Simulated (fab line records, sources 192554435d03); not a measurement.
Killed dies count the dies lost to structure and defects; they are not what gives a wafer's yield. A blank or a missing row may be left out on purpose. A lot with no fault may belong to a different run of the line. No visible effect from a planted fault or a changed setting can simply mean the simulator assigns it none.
fab line records / flow n5_finfet
record: lots: 12 wafers: 36 last_day: 17
route steps=1938 shown BEOL_M5@1178 BEOL_M6@1194
lots that met no fault: taken from a fault-free run of the same line
start_h: start of the lot's first displayed wafer, in hours after the record's first day / wait_h: hours from the lot's prior step to this one / " identical to the entry in the row above / L1.1+2: a single row standing in for several wafers / - no value, or no start was given / * or withheld: withheld / < > ~ a bound
route shown NAME@n: names a module that has steps shown in the file, with the first one's number in the route / usual: average and standard deviation across the fault-free wafers / same: alike in all rows / chamber/n: place in a boat / sites: readings site by site / _std_site: the values' standard deviation / _edge_site: mean of outer sites minus mean of inner sites / radius_mm: for every site, how far away it sits from the centre of the wafer / mask NAME#n: copy n / behind: the tool/chamber that last shaped the wafer / hold: reason for holding the lot/hours on hold/outcome of the hold / device: transistor that didn't switch, given as n, p or np / end of line: tests of these same wafers at the route's end / a step given without rows: its recipe and nothing more / killed: the dies lost at the first sort to structure and to defects; this is not the yield of the wafer / map: per-die view of a wafer (x killed, . not killed, _ where there is no die)
set.NAME: the run value of the setting; set.NAME@STEP: its run value at that earlier step / model.NAME: the simulator's own value behind a step, which no gauge read
one table for each step of the route and one row for each wafer, over a sample of lots
services: the hour from which a tool's chamber was out of use, counted from the record's first day as start_h (under 0 if before that day), plus the number of hours and why
== steps ==
step: N5_BEOL_M5_ANNEAL_82
recipe: temp_c: 400 time_s: 1800 ambient: vacuum
usual: heater_power_w: 910/83
lot.wafer=L102.3 tool=pvd_sputter-02 chamber=- start_h=183.61 wait_h=0.0 heater_power_w=858
lot.wafer=L102.4 tool=pvd_sputter-02 chamber=- start_h=183.61 wait_h=0.0 heater_power_w=942
lot.wafer=L102.6 tool=pvd_sputter-02 chamber=- start_h=183.61 wait_h=0.0 heater_power_w=899
lot.wafer=L101.1 tool=pvd_sputter-03 chamber=- start_h=183.76 wait_h=0.0 heater_power_w=888
lot.wafer=L101.4 tool=pvd_sputter-03 chamber=- start_h=183.76 wait_h=0.0 heater_power_w=892
lot.wafer=L101.5 tool=pvd_sputter-03 chamber=- start_h=183.76 wait_h=0.0 heater_power_w=878
lot.wafer=L104.4 tool=pvd_sputter-01 chamber=- start_h=184.29 wait_h=0.0 heater_power_w=838
lot.wafer=L104.5 tool=pvd_sputter-01 chamber=- start_h=184.29 wait_h=0.0 heater_power_w=1022
lot.wafer=L104.6 tool=pvd_sputter-01 chamber=- start_h=184.29 wait_h=0.0 heater_power_w=903
lot.wafer=L103.3 tool=pvd_sputter-02 chamber=- start_h=188.38 wait_h=0.0 heater_power_w=955
lot.wafer=L103.4 tool=pvd_sputter-02 chamber=- start_h=188.38 wait_h=0.0 heater_power_w=862
lot.wafer=L103.6 tool=pvd_sputter-02 chamber=- start_h=188.38 wait_h=0.0 heater_power_w=924
lot.wafer=L106.2 tool=pvd_sputter-03 chamber=- start_h=203.11 wait_h=0.0 heater_power_w=833
lot.wafer=L106.3 tool=pvd_sputter-03 chamber=- start_h=203.11 wait_h=0.0 heater_power_w=993
lot.wafer=L106.5 tool=pvd_sputter-03 chamber=- start_h=203.11 wait_h=0.0 heater_power_w=884
lot.wafer=L108.1 tool=pvd_sputter-02 chamber=- start_h=212.97 wait_h=0.0 heater_power_w=1103
lot.wafer=L108.3 tool=pvd_sputter-02 chamber=- start_h=212.97 wait_h=0.0 heater_power_w=869
lot.wafer=L108.6 tool=pvd_sputter-02 chamber=- start_h=212.97 wait_h=0.0 heater_power_w=829
lot.wafer=L109.2 tool=pvd_sputter-03 chamber=- start_h=217.25 wait_h=0.0 heater_power_w=867
lot.wafer=L109.3 tool=pvd_sputter-03 chamber=- start_h=217.25 wait_h=0.0 heater_power_w=886
lot.wafer=L109.5 tool=pvd_sputter-03 chamber=- start_h=217.25 wait_h=0.0 heater_power_w=824
lot.wafer=L115.1 tool=pvd_sputter-01 chamber=- start_h=253.12 wait_h=0.0 heater_power_w=909
lot.wafer=L115.2 tool=pvd_sputter-01 chamber=- start_h=253.12 wait_h=0.0 heater_power_w=1013
lot.wafer=L115.5 tool=pvd_sputter-01 chamber=- start_h=253.12 wait_h=0.0 heater_power_w=836
lot.wafer=L118.1 tool=pvd_sputter-01 chamber=- start_h=279.78 wait_h=0.0 heater_power_w=923
lot.wafer=L118.2 tool=pvd_sputter-01 chamber=- start_h=279.78 wait_h=0.0 heater_power_w=845
lot.wafer=L118.4 tool=pvd_sputter-01 chamber=- start_h=279.78 wait_h=0.0 heater_power_w=817
lot.wafer=L119.2 tool=pvd_sputter-03 chamber=- start_h=282.62 wait_h=0.0 heater_power_w=1013
lot.wafer=L119.4 tool=pvd_sputter-03 chamber=- start_h=282.62 wait_h=0.0 heater_power_w=896
lot.wafer=L119.5 tool=pvd_sputter-03 chamber=- start_h=282.62 wait_h=0.0 heater_power_w=1010
lot.wafer=L120.1 tool=pvd_sputter-01 chamber=- start_h=294.46 wait_h=0.0 heater_power_w=850
lot.wafer=L120.4 tool=pvd_sputter-01 chamber=- start_h=294.46 wait_h=0.0 heater_power_w=889
lot.wafer=L120.5 tool=pvd_sputter-01 chamber=- start_h=294.46 wait_h=0.0 heater_power_w=848
lot.wafer=L124.4 tool=pvd_sputter-02 chamber=- start_h=319.16 wait_h=0.0 heater_power_w=884
lot.wafer=L124.5 tool=pvd_sputter-02 chamber=- start_h=319.16 wait_h=0.0 heater_power_w=1102
lot.wafer=L124.6 tool=pvd_sputter-02 chamber=- start_h=319.16 wait_h=0.0 heater_power_w=870
step: N5_BEOL_M5_CO_CAP_78
recipe: material: Co target_thk_a: 20 temp_c: 200 precursor: CCTBA/H2 pressure_torr: 30 time_s: 102.1
usual: heater_power_w: 224/25 run_length_s: 125.4/0.59
lot.wafer=L102.3 tool=cvd_co-02 chamber=0 start_h=187.68 wait_h=0.0 heater_power_w=225 run_length_s=125.6
lot.wafer=L102.4 tool=cvd_co-02 chamber=2 start_h=187.68 wait_h=0.0 heater_power_w=251 run_length_s=124.2
lot.wafer=L102.6 tool=cvd_co-02 chamber=1 start_h=187.68 wait_h=0.0 heater_power_w=198 run_length_s=125.4
lot.wafer=L101.1 tool=cvd_co-01 chamber=0 start_h=187.84 wait_h=0.0 heater_power_w=186 run_length_s=125.6
lot.wafer=L101.4 tool=cvd_co-01 chamber=0 start_h=187.84 wait_h=0.0 heater_power_w=184 run_length_s=125.7
lot.wafer=L101.5 tool=cvd_co-01 chamber=1 start_h=187.84 wait_h=0.0 heater_power_w=220 run_length_s=125.3
lot.wafer=L104.4 tool=cvd_co-02 chamber=2 start_h=188.54 wait_h=0.0 heater_power_w=253 run_length_s=124.5
lot.wafer=L104.5 tool=cvd_co-02 chamber=0 start_h=188.54 wait_h=0.0 heater_power_w=233 run_length_s=126.0
lot.wafer=L104.6 tool=cvd_co-02 chamber=1 start_h=188.54 wait_h=0.0 heater_power_w=199 run_length_s=125.9
lot.wafer=L103.3 tool=cvd_co-02 chamber=0 start_h=192.46 wait_h=0.0 heater_power_w=226 run_length_s=125.5
lot.wafer=L103.4 tool=cvd_co-02 chamber=2 start_h=192.46 wait_h=0.0 heater_power_w=254 run_length_s=124.6
lot.wafer=L103.6 tool=cvd_co-02 chamber=1 start_h=192.46 wait_h=0.0 heater_power_w=206 run_length_s=125.4
lot.wafer=L106.2 tool=cvd_co-01 chamber=1 start_h=207.74 wait_h=0.0 heater_power_w=223 run_length_s=124.9
lot.wafer=L106.3 tool=cvd_co-01 chamber=0 start_h=207.74 wait_h=0.0 heater_power_w=185 run_length_s=126.0
lot.wafer=L106.5 tool=cvd_co-01 chamber=1 start_h=207.74 wait_h=0.0 heater_power_w=219 run_length_s=125.5
lot.wafer=L108.1 tool=cvd_co-02 chamber=1 start_h=217.11 wait_h=0.0 heater_power_w=200 run_length_s=125.2
lot.wafer=L108.3 tool=cvd_co-02 chamber=2 start_h=217.11 wait_h=0.0 heater_power_w=249 run_length_s=124.2
lot.wafer=L108.6 tool=cvd_co-02 chamber=1 start_h=217.11 wait_h=0.0 heater_power_w=201 run_length_s=126.2
lot.wafer=L109.2 tool=cvd_co-02 chamber=2 start_h=221.36 wait_h=0.0 heater_power_w=248 run_length_s=124.2
lot.wafer=L109.3 tool=cvd_co-02 chamber=1 start_h=221.36 wait_h=0.0 heater_power_w=199 run_length_s=125.9
lot.wafer=L109.5 tool=cvd_co-02 chamber=2 start_h=221.36 wait_h=0.0 heater_power_w=253 run_length_s=124.7
lot.wafer=L115.1 tool=cvd_co-02 chamber=2 start_h=257.19 wait_h=0.0 heater_power_w=254 run_length_s=124.7
lot.wafer=L115.2 tool=cvd_co-02 chamber=0 start_h=257.19 wait_h=0.0 heater_power_w=223 run_length_s=125.6
lot.wafer=L115.5 tool=cvd_co-02 chamber=2 start_h=257.19 wait_h=0.0 heater_power_w=251 run_length_s=125.0
lot.wafer=L118.1 tool=cvd_co-02 chamber=0 start_h=283.84 wait_h=0.0 heater_power_w=231 run_length_s=125.7
lot.wafer=L118.2 tool=cvd_co-02 chamber=1 start_h=283.84 wait_h=0.0 heater_power_w=202 run_length_s=101.7
lot.wafer=L118.4 tool=cvd_co-02 chamber=0 start_h=283.84 wait_h=0.0 heater_power_w=232 run_length_s=102.1
lot.wafer=L119.2 tool=cvd_co-02 chamber=0 start_h=286.68 wait_h=0.0 heater_power_w=232 run_length_s=101.7
lot.wafer=L119.4 tool=cvd_co-02 chamber=0 start_h=286.68 wait_h=0.0 heater_power_w=227 run_length_s=101.9
lot.wafer=L119.5 tool=cvd_co-02 chamber=2 start_h=286.68 wait_h=0.0 heater_power_w=248 run_length_s=124.2
lot.wafer=L120.1 tool=cvd_co-02 chamber=2 start_h=298.52 wait_h=0.0 heater_power_w=252 run_length_s=124.2
lot.wafer=L120.4 tool=cvd_co-02 chamber=0 start_h=298.52 wait_h=0.0 heater_power_w=233 run_length_s=101.6
lot.wafer=L120.5 tool=cvd_co-02 chamber=2 start_h=298.52 wait_h=0.0 heater_power_w=251 run_length_s=124.3
lot.wafer=L124.4 tool=cvd_co-01 chamber=1 start_h=323.24 wait_h=0.0 heater_power_w=219 run_length_s=125.1
lot.wafer=L124.5 tool=cvd_co-01 chamber=0 start_h=323.24 wait_h=0.0 heater_power_w=189 run_length_s=126.3
lot.wafer=L124.6 tool=cvd_co-01 chamber=2 start_h=323.24 wait_h=0.0 heater_power_w=255 run_length_s=126.6
step: N5_BEOL_M5_RS_MEAS_57
recipe: thk_meas_gauge: four-point-probe reads: Co_of_BEOL_M5_CO_CAP_78+Cu_of_BEOL_M5_ECD_50+Co_of_BEOL_M5_CVD_47+TaN_of_BEOL_M5_ALD_86
usual: M5_RS: 0.391/0.012
lot.wafer=L102.3 tool=film_metro-01 chamber=- start_h=187.86 wait_h=0.1 M5_RS[ohm/sq]=0.393
lot.wafer=L102.4 tool=film_metro-01 chamber=- start_h=187.86 wait_h=0.1 M5_RS[ohm/sq]=0.392
lot.wafer=L102.6 tool=film_metro-01 chamber=- start_h=187.86 wait_h=0.1 M5_RS[ohm/sq]=0.397
lot.wafer=L101.1 tool=film_metro-02 chamber=- start_h=188.02 wait_h=0.0 M5_RS[ohm/sq]=0.378
lot.wafer=L101.4 tool=film_metro-02 chamber=- start_h=188.02 wait_h=0.0 M5_RS[ohm/sq]=0.382
lot.wafer=L101.5 tool=film_metro-02 chamber=- start_h=188.02 wait_h=0.0 M5_RS[ohm/sq]=0.384
lot.wafer=L104.4 tool=film_metro-01 chamber=- start_h=188.69 wait_h=0.0 M5_RS[ohm/sq]=0.385
lot.wafer=L104.5 tool=film_metro-01 chamber=- start_h=188.69 wait_h=0.0 M5_RS[ohm/sq]=0.385
lot.wafer=L104.6 tool=film_metro-01 chamber=- start_h=188.69 wait_h=0.0 M5_RS[ohm/sq]=0.391
lot.wafer=L103.3 tool=film_metro-02 chamber=- start_h=192.64 wait_h=0.1 M5_RS[ohm/sq]=0.388
lot.wafer=L103.4 tool=film_metro-02 chamber=- start_h=192.64 wait_h=0.1 M5_RS[ohm/sq]=0.380
lot.wafer=L103.6 tool=film_metro-02 chamber=- start_h=192.64 wait_h=0.1 M5_RS[ohm/sq]=0.392
lot.wafer=L106.2 tool=film_metro-02 chamber=- start_h=207.95 wait_h=0.1 M5_RS[ohm/sq]=0.386
lot.wafer=L106.3 tool=film_metro-02 chamber=- start_h=207.95 wait_h=0.1 M5_RS[ohm/sq]=0.387
lot.wafer=L106.5 tool=film_metro-02 chamber=- start_h=207.95 wait_h=0.1 M5_RS[ohm/sq]=0.402
lot.wafer=L108.1 tool=film_metro-02 chamber=- start_h=217.32 wait_h=0.1 M5_RS[ohm/sq]=0.399
lot.wafer=L108.3 tool=film_metro-02 chamber=- start_h=217.32 wait_h=0.1 M5_RS[ohm/sq]=0.409
lot.wafer=L108.6 tool=film_metro-02 chamber=- start_h=217.32 wait_h=0.1 M5_RS[ohm/sq]=0.389
lot.wafer=L109.2 tool=film_metro-02 chamber=- start_h=221.58 wait_h=0.1 M5_RS[ohm/sq]=0.408
lot.wafer=L109.3 tool=film_metro-02 chamber=- start_h=221.58 wait_h=0.1 M5_RS[ohm/sq]=0.405
lot.wafer=L109.5 tool=film_metro-02 chamber=- start_h=221.58 wait_h=0.1 M5_RS[ohm/sq]=0.405
lot.wafer=L115.1 tool=film_metro-01 chamber=- start_h=257.37 wait_h=0.0 M5_RS[ohm/sq]=0.408
lot.wafer=L115.2 tool=film_metro-01 chamber=- start_h=257.37 wait_h=0.0 M5_RS[ohm/sq]=0.389
lot.wafer=L115.5 tool=film_metro-01 chamber=- start_h=257.37 wait_h=0.0 M5_RS[ohm/sq]=0.393
lot.wafer=L118.1 tool=film_metro-02 chamber=- start_h=284.02 wait_h=0.0 M5_RS[ohm/sq]=0.381
lot.wafer=L118.2 tool=film_metro-02 chamber=- start_h=284.02 wait_h=0.0 M5_RS[ohm/sq]=0.392
lot.wafer=L118.4 tool=film_metro-02 chamber=- start_h=284.02 wait_h=0.0 M5_RS[ohm/sq]=0.394
lot.wafer=L119.2 tool=film_metro-02 chamber=- start_h=286.86 wait_h=0.1 M5_RS[ohm/sq]=0.386
lot.wafer=L119.4 tool=film_metro-02 chamber=- start_h=286.86 wait_h=0.1 M5_RS[ohm/sq]=0.406
lot.wafer=L119.5 tool=film_metro-02 chamber=- start_h=286.86 wait_h=0.1 M5_RS[ohm/sq]=0.404
lot.wafer=L120.1 tool=film_metro-02 chamber=- start_h=298.70 wait_h=0.0 M5_RS[ohm/sq]=0.390
lot.wafer=L120.4 tool=film_metro-02 chamber=- start_h=298.70 wait_h=0.0 M5_RS[ohm/sq]=0.381
lot.wafer=L120.5 tool=film_metro-02 chamber=- start_h=298.70 wait_h=0.0 M5_RS[ohm/sq]=0.370
lot.wafer=L124.4 tool=film_metro-02 chamber=- start_h=323.40 wait_h=0.0 M5_RS[ohm/sq]=0.400
lot.wafer=L124.5 tool=film_metro-02 chamber=- start_h=323.40 wait_h=0.0 M5_RS[ohm/sq]=0.410
lot.wafer=L124.6 tool=film_metro-02 chamber=- start_h=323.40 wait_h=0.0 M5_RS[ohm/sq]=0.386
step: N5_BEOL_M6_ILD_DEP_00
recipe: material: SiCOH_lowk target_thk_a: 1797.5 temp_c: 300 precursor: DEMS/porogen pressure_torr: 5 rf_w: 500 time_s: 33.4
usual: heater_power_w: 318/53 showerhead_plenum_p_Torr: 5.743/0.01 throttle_valve_pct: 13.7/0.92
lot.wafer=L102.3 tool=pecvd-01 chamber=1 start_h=187.95 wait_h=0.1 heater_power_w=232 showerhead_plenum_p_Torr=5.748 throttle_valve_pct=13.9
lot.wafer=L102.4 tool=pecvd-01 chamber=0 start_h=187.95 wait_h=0.1 heater_power_w=342 showerhead_plenum_p_Torr=5.742 throttle_valve_pct=12.8
lot.wafer=L102.6 tool=pecvd-01 chamber=1 start_h=187.95 wait_h=0.1 heater_power_w=236 showerhead_plenum_p_Torr=5.756 throttle_valve_pct=14.0
lot.wafer=L101.1 tool=pecvd-04 chamber=0 start_h=188.08 wait_h=0.0 heater_power_w=327 showerhead_plenum_p_Torr=5.752 throttle_valve_pct=14.6
lot.wafer=L101.4 tool=pecvd-04 chamber=2 start_h=188.08 wait_h=0.0 heater_power_w=331 showerhead_plenum_p_Torr=5.734 throttle_valve_pct=12.9
lot.wafer=L101.5 tool=pecvd-04 chamber=0 start_h=188.08 wait_h=0.0 heater_power_w=257 showerhead_plenum_p_Torr=5.765 throttle_valve_pct=14.5
lot.wafer=L104.4 tool=pecvd-01 chamber=1 start_h=188.77 wait_h=0.1 heater_power_w=239 showerhead_plenum_p_Torr=5.759 throttle_valve_pct=14.3
lot.wafer=L104.5 tool=pecvd-01 chamber=1 start_h=188.77 wait_h=0.1 heater_power_w=236 showerhead_plenum_p_Torr=5.747 throttle_valve_pct=14.0
lot.wafer=L104.6 tool=pecvd-01 chamber=0 start_h=188.77 wait_h=0.1 heater_power_w=299 showerhead_plenum_p_Torr=5.740 throttle_valve_pct=12.9
lot.wafer=L103.3 tool=pecvd-01 chamber=0 start_h=192.73 wait_h=0.1 heater_power_w=321 showerhead_plenum_p_Torr=5.761 throttle_valve_pct=12.9
lot.wafer=L103.4 tool=pecvd-01 chamber=1 start_h=192.73 wait_h=0.1 heater_power_w=252 showerhead_plenum_p_Torr=5.740 throttle_valve_pct=14.1
lot.wafer=L103.6 tool=pecvd-01 chamber=0 start_h=192.73 wait_h=0.1 heater_power_w=333 showerhead_plenum_p_Torr=5.747 throttle_valve_pct=12.9
lot.wafer=L106.2 tool=pecvd-03 chamber=2 start_h=208.02 wait_h=0.0 heater_power_w=386 showerhead_plenum_p_Torr=5.737 throttle_valve_pct=13.0
lot.wafer=L106.3 tool=pecvd-03 chamber=1 start_h=208.02 wait_h=0.0 heater_power_w=306 showerhead_plenum_p_Torr=5.756 throttle_valve_pct=15.4
lot.wafer=L106.5 tool=pecvd-03 chamber=1 start_h=208.02 wait_h=0.0 heater_power_w=307 showerhead_plenum_p_Torr=5.747 throttle_valve_pct=15.4
lot.wafer=L108.1 tool=pecvd-03 chamber=1 start_h=217.38 wait_h=0.0 heater_power_w=261 showerhead_plenum_p_Torr=5.736 throttle_valve_pct=15.3
lot.wafer=L108.3 tool=pecvd-03 chamber=0 start_h=217.38 wait_h=0.0 heater_power_w=254 showerhead_plenum_p_Torr=5.743 throttle_valve_pct=13.9
lot.wafer=L108.6 tool=pecvd-03 chamber=2 start_h=217.38 wait_h=0.0 heater_power_w=474 showerhead_plenum_p_Torr=5.735 throttle_valve_pct=13.1
lot.wafer=L109.2 tool=pecvd-01 chamber=0 start_h=221.64 wait_h=0.0 heater_power_w=353 showerhead_plenum_p_Torr=5.747 throttle_valve_pct=13.1
lot.wafer=L109.3 tool=pecvd-01 chamber=1 start_h=221.64 wait_h=0.0 heater_power_w=272 showerhead_plenum_p_Torr=5.748 throttle_valve_pct=14.1
lot.wafer=L109.5 tool=pecvd-01 chamber=1 start_h=221.64 wait_h=0.0 heater_power_w=270 showerhead_plenum_p_Torr=5.758 throttle_valve_pct=13.7
lot.wafer=L115.1 tool=pecvd-01 chamber=2 start_h=257.43 wait_h=0.0 heater_power_w=295 showerhead_plenum_p_Torr=5.732 throttle_valve_pct=12.5
lot.wafer=L115.2 tool=pecvd-01 chamber=0 start_h=257.43 wait_h=0.0 heater_power_w=356 showerhead_plenum_p_Torr=5.751 throttle_valve_pct=12.8
lot.wafer=L115.5 tool=pecvd-01 chamber=2 start_h=257.43 wait_h=0.0 heater_power_w=315 showerhead_plenum_p_Torr=5.734 throttle_valve_pct=12.7
lot.wafer=L118.1 tool=pecvd-01 chamber=0 start_h=284.09 wait_h=0.0 heater_power_w=347 showerhead_plenum_p_Torr=5.755 throttle_valve_pct=12.8
lot.wafer=L118.2 tool=pecvd-01 chamber=2 start_h=284.09 wait_h=0.0 heater_power_w=333 showerhead_plenum_p_Torr=5.738 throttle_valve_pct=12.5
lot.wafer=L118.4 tool=pecvd-01 chamber=1 start_h=284.09 wait_h=0.0 heater_power_w=294 showerhead_plenum_p_Torr=5.754 throttle_valve_pct=13.9
lot.wafer=L119.2 tool=pecvd-04 chamber=2 start_h=286.93 wait_h=0.0 heater_power_w=325 showerhead_plenum_p_Torr=5.736 throttle_valve_pct=12.7
lot.wafer=L119.4 tool=pecvd-04 chamber=2 start_h=286.93 wait_h=0.0 heater_power_w=338 showerhead_plenum_p_Torr=5.719 throttle_valve_pct=12.9
lot.wafer=L119.5 tool=pecvd-04 chamber=0 start_h=286.93 wait_h=0.0 heater_power_w=333 showerhead_plenum_p_Torr=5.755 throttle_valve_pct=14.6
lot.wafer=L120.1 tool=pecvd-04 chamber=1 start_h=298.76 wait_h=0.0 heater_power_w=302 showerhead_plenum_p_Torr=5.750 throttle_valve_pct=14.4
lot.wafer=L120.4 tool=pecvd-04 chamber=1 start_h=298.76 wait_h=0.0 heater_power_w=311 showerhead_plenum_p_Torr=5.756 throttle_valve_pct=14.4
lot.wafer=L120.5 tool=pecvd-04 chamber=2 start_h=298.76 wait_h=0.0 heater_power_w=325 showerhead_plenum_p_Torr=5.741 throttle_valve_pct=13.3
lot.wafer=L124.4 tool=pecvd-03 chamber=1 start_h=323.48 wait_h=0.1 heater_power_w=252 showerhead_plenum_p_Torr=5.745 throttle_valve_pct=15.1
lot.wafer=L124.5 tool=pecvd-03 chamber=2 start_h=323.48 wait_h=0.1 heater_power_w=437 showerhead_plenum_p_Torr=5.743 throttle_valve_pct=13.3
lot.wafer=L124.6 tool=pecvd-03 chamber=0 start_h=323.48 wait_h=0.1 heater_power_w=266 showerhead_plenum_p_Torr=5.732 throttle_valve_pct=14.5
== services ==
tool=cvd_co-01 chamber=1 start_h=164.20 hours=16.8 kind=repair
tool=pecvd-04 chamber=- start_h=166.20 hours=2.8 kind=pm
tool=pecvd-01 chamber=2 start_h=174.39 hours=2.1 kind=scheduled_down
tool=pecvd-01 chamber=2 start_h=179.53 hours=17.8 kind=repair
tool=cvd_co-02 chamber=- start_h=202.36 hours=0.9 kind=repair
tool=pecvd-01 chamber=- start_h=203.10 hours=0.7 kind=repair
tool=pecvd-04 chamber=1 start_h=206.78 hours=5.5 kind=scheduled_down
tool=pecvd-04 chamber=2 start_h=212.32 hours=5.5 kind=scheduled_down
tool=pecvd-03 chamber=1 start_h=223.28 hours=2.1 kind=scheduled_down
tool=pecvd-04 chamber=0 start_h=247.72 hours=5.5 kind=scheduled_down
tool=pecvd-03 chamber=2 start_h=252.89 hours=2.1 kind=scheduled_down
tool=pecvd-01 chamber=- start_h=277.23 hours=2.8 kind=pm
== key ==
first_sign: step: N5_BEOL_M5_CO_CAP_78 reading: run_length_s direction: down sigmas: 40 usual: * struck: *
effect none on later readings
met_at N5_BEOL_M5_CO_CAP_78
struck_lots L118,L119,L120
struck_wafers L118.2,L118.4,L119.2,L119.4,L120.4
not_acting_at N5_BEOL_M5_ANNEAL_82,N5_BEOL_M5_RS_MEAS_57,N5_BEOL_M6_ILD_DEP_00
onset_between 257.19 283.84
fault: kind: process_parameter_drift tool: cvd_co-02 chamber: - onset_h: 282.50 steps: N5_BEOL_M5_CO_CAP_78 channel: time_s offset: * shape: step end_h: 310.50 scope: struck_wafers_only acts_in: * stated: *
